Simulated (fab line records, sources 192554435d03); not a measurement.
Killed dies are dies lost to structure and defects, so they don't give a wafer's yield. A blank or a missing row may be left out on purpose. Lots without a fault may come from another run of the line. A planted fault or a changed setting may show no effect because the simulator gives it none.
Chamber matching | flow n5_finfet | N5_FIN_SAQP_MANDREL1_REMOVE_56 on rie_si-01: 4 sister chambers
The step chemistry HBr/Cl2/O2, target a-Si, stops on SiNx, bt time 10 s. 8 wafers are shown with their chamber, then 10 later ones without.

WAFERS WITH THEIR CHAMBER
wafer  | chamber | throttle_valve_pct (%) | drypump_motor_current_A (A)
L078.5 | 1       | 36.33                  | 6.6
L082.1 | 3       | 36.90                  | 5.5
L082.2 | 2       | 36.54                  | 5.5
L085.3 | 2       | 36.54                  | 5.5
L085.5 | 1       | 36.34                  | 6.7
L085.6 | 0       | 36.32                  | 5.5
L088.1 | 0       | 36.32                  | 5.5
L088.2 | 3       | 36.89                  | 5.6

WAFERS WITHOUT THEIR CHAMBER
wafer  | throttle_valve_pct (%) | drypump_motor_current_A (A)
L088.4 | 36.54                  | 5.5
L091.1 | 36.54                  | 5.5
L091.2 | 36.31                  | 5.5
L091.4 | 36.90                  | 5.6
L096.1 | 36.54                  | 5.5
L096.2 | 36.33                  | 5.5
L096.4 | 36.33                  | 6.6
L097.1 | 36.90                  | 5.6
L097.4 | 36.53                  | 5.5
L097.6 | 36.89                  | 5.6

WHICH CHAMBER EACH WENT THROUGH
wafer  | from the rows above | in truth
L088.4 | 2                   | 2
L091.1 | 2                   | 2
L091.2 | 0                   | 0
L091.4 | 3                   | 3
L096.1 | 2                   | 2
L096.2 | 0                   | 0
L096.4 | 1                   | 1
L097.1 | 3                   | 3
L097.4 | 2                   | 2
L097.6 | 3                   | 3
Placed correctly: 10 of 10. Can't be placed from these rows: 0. Placed wrongly: 0.
How it was worked out, from the rows above alone: a wafer's distance from a chamber is the root of the sum, over the readings, of the square of ((its reading less the chamber's mean) divided by the reading's scatter). The wafer belongs to the nearest chamber; if the next one is less than 2 further off, it can't be placed. A chamber's mean is the mean of its shown wafers. The scatter: the root of (the sum of the squares of (reading less its chamber's mean) over the shown wafers, divided by (wafers less chambers)).
